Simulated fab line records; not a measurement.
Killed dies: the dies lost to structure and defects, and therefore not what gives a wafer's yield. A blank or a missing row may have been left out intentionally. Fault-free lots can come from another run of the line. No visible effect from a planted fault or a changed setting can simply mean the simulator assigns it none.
Split-lot experiment + flow n5_finfet + on a route of 1938 steps: 7 lots, 21 wafers read

ON THE SPLIT
At N5_MOL_CONTACT_COAG_COAT_76 (time 60 s, resist thk 10 nm), the setting spin_rpm was moved away from the recipe's 1500 rpm on 6 of the 21 wafers read, by -9.3% to +10.5%. All remaining wafers had this setting at the recipe value.

FROM THE SPLIT TO THE READING: what the file shows between them, 6 steps
- N5_MOL_CONTACT_COAG_COAT_77: time 60 s, resist thk 10 nm
- N5_MOL_CONTACT_COAG_COAT_78: resist thk 40 nm
- N5_MOL_CONTACT_COAG_DESCUM_88: chemistry O2, time 7 s
- N5_MOL_CONTACT_COAG_ETCH_89: etches underlayer in N2/H2, target depth 13 nm, time 10.4 s
- N5_MOL_CONTACT_COAG_ETCH_90: etches SiARC in CF4, target depth 13 nm, time 21.7 s
- N5_MOL_CONTACT_COAG_ALD_131: deposits SiO2, target thk 5 nm, pulse time 1 s, co reactant pulse time 1 s

THE READING
CAR-EUV_of_MOL_CONTACT_COAG_COAT_78.thk_nm (the simulator's own value, which no gauge read), in nm, at N5_MOL_CONTACT_COAG_ETCHBACK_132 (etches SiO2 in CHF3, target depth 10 nm, time 6.7 s). The file does not state a usual value for it. The 15 wafers here that ran the recipe average 15.5 nm, standard deviation 0.12 nm.

| wafer  | tool, chamber at the split | spin_rpm as run, rpm | against the recipe | CAR-EUV_of_MOL_CONTACT_COAG_COAT_78.thk_nm, nm | against lot-mates on the recipe |
|--------|----------------------------|----------------------|--------------------|------------------------------------------------|---------------------------------|
| L074.1 | litho_track-05, 0          | 1360                 | -9.3%              | 15                                             | -0.4                            |
| L074.3 | litho_track-05, 0          | 1500                 | recipe             | 15.4                                           | -                               |
| L074.4 | litho_track-05, 0          | 1500                 | recipe             | 15.4                                           | -                               |
| L079.1 | litho_track-01, 0          | 1363                 | -9.1%              | 15                                             | -0.5                            |
| L079.2 | litho_track-01, 0          | 1500                 | recipe             | 15.4                                           | -                               |
| L079.5 | litho_track-01, 0          | 1500                 | recipe             | 15.6                                           | -                               |
| L084.3 | litho_track-01, 0          | 1648                 | +9.9%              | 15.8                                           | +0.2                            |
| L084.4 | litho_track-01, 0          | 1648                 | +9.9%              | 16.2                                           | +0.6                            |
| L084.6 | litho_track-01, 0          | 1500                 | recipe             | 15.6                                           | -                               |
| L087.2 | litho_track-01, 0          | 1500                 | recipe             | 15.4                                           | -                               |
| L087.4 | litho_track-01, 0          | 1500                 | recipe             | 15.4                                           | -                               |
| L087.6 | litho_track-01, 0          | 1500                 | recipe             | 15.6                                           | -                               |
| L088.2 | litho_track-05, 0          | 1500                 | recipe             | 15.6                                           | -                               |
| L088.5 | litho_track-05, 0          | 1500                 | recipe             | 15.6                                           | -                               |
| L088.6 | litho_track-05, 0          | 1500                 | recipe             | 15.4                                           | -                               |
| L089.1 | litho_track-05, 0          | 1500                 | recipe             | 15.2                                           | -                               |
| L089.2 | litho_track-05, 0          | 1657                 | +10.5%             | 15.8                                           | +0.6                            |
| L089.6 | litho_track-05, 0          | 1657                 | +10.5%             | 15.6                                           | +0.4                            |
| L091.3 | litho_track-04, 0          | 1500                 | recipe             | 15.4                                           | -                               |
| L091.4 | litho_track-04, 0          | 1500                 | recipe             | 15.4                                           | -                               |
| L091.6 | litho_track-04, 0          | 1500                 | recipe             | 15.6                                           | -                               |

THE FIT
A straight line over all 21 wafers: CAR-EUV_of_MOL_CONTACT_COAG_COAT_78.thk_nm changes by +0.0417 nm for each +1% of spin_rpm; r = +0.83; the points scatter about the line by 0.15 nm.
The same after taking each lot's own level away (the mean of its wafers on the recipe; 21 wafers): +0.0458 nm for each +1%; r = +0.92; scatter 0.11 nm.
That fit puts the effect of the largest move of spin_rpm on the reading at 0.48 nm.
Measured against the standard deviation above, the lots' own levels, which go from 15.20 to 15.60 nm, span 3.4 times it.
The two slopes agree, so the slope changes little with the lot-to-lot level.
Check: +0.442 nm against its lot-mates is what the line predicts for one of the wafers moved furthest among these (+10.5%) when that wafer is left out of the fit. It came out at +0.6 nm against them.

THESE WAFERS: OTHER SPLITS
Other splits were also applied to these wafers ahead of the reading. Each is held against what the fit with the lots' levels taken away leaves over:
| other split on the same wafers            | wafers away from the commonest value | r with CAR-EUV_of_MOL_CONTACT_COAG_COAT_78.thk_nm (lot level and that fit taken away) |
|-------------------------------------------|--------------------------------------|---------------------------------------------------------------------------------------|
| N5_MOL_CONTACT_COAG_CMP_28 down_force_psi | 5                                    | +0.40                                                                                 |

THE WHOLE CHAIN: every reading that the file lists as answering this split, in the file's order
| step                             | what it does                                         | reading                                                                                     | change (the file's fit)                | r (the file's) |
|----------------------------------|------------------------------------------------------|---------------------------------------------------------------------------------------------|----------------------------------------|----------------|
| N5_MOL_CONTACT_COAG_COAT_76      | time 60 s, resist thk 10 nm                          | SiARC_of_MOL_CONTACT_COAG_COAT_76.thk_nm (the simulator's own value, which no gauge read)   | -0.0509 nm for each +1% of the setting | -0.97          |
| N5_MOL_CONTACT_COAG_ETCH_90      | etches SiARC in CF4, target depth 13 nm, time 21.7 s | etch.depth_nm (the simulator's own value, which no gauge read)                              | -0.0502 nm for each +1% of the setting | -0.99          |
| N5_MOL_CONTACT_COAG_ETCHBACK_132 | etches SiO2 in CHF3, target depth 10 nm, time 6.7 s  | CAR-EUV_of_MOL_CONTACT_COAG_COAT_78.thk_nm (the simulator's own value, which no gauge read) | +0.0463 nm for each +1% of the setting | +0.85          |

FILE'S OWN FIT
CAR-EUV_of_MOL_CONTACT_COAG_COAT_78.thk_nm changes by +0.0463 nm for each +1% of spin_rpm, r = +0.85.
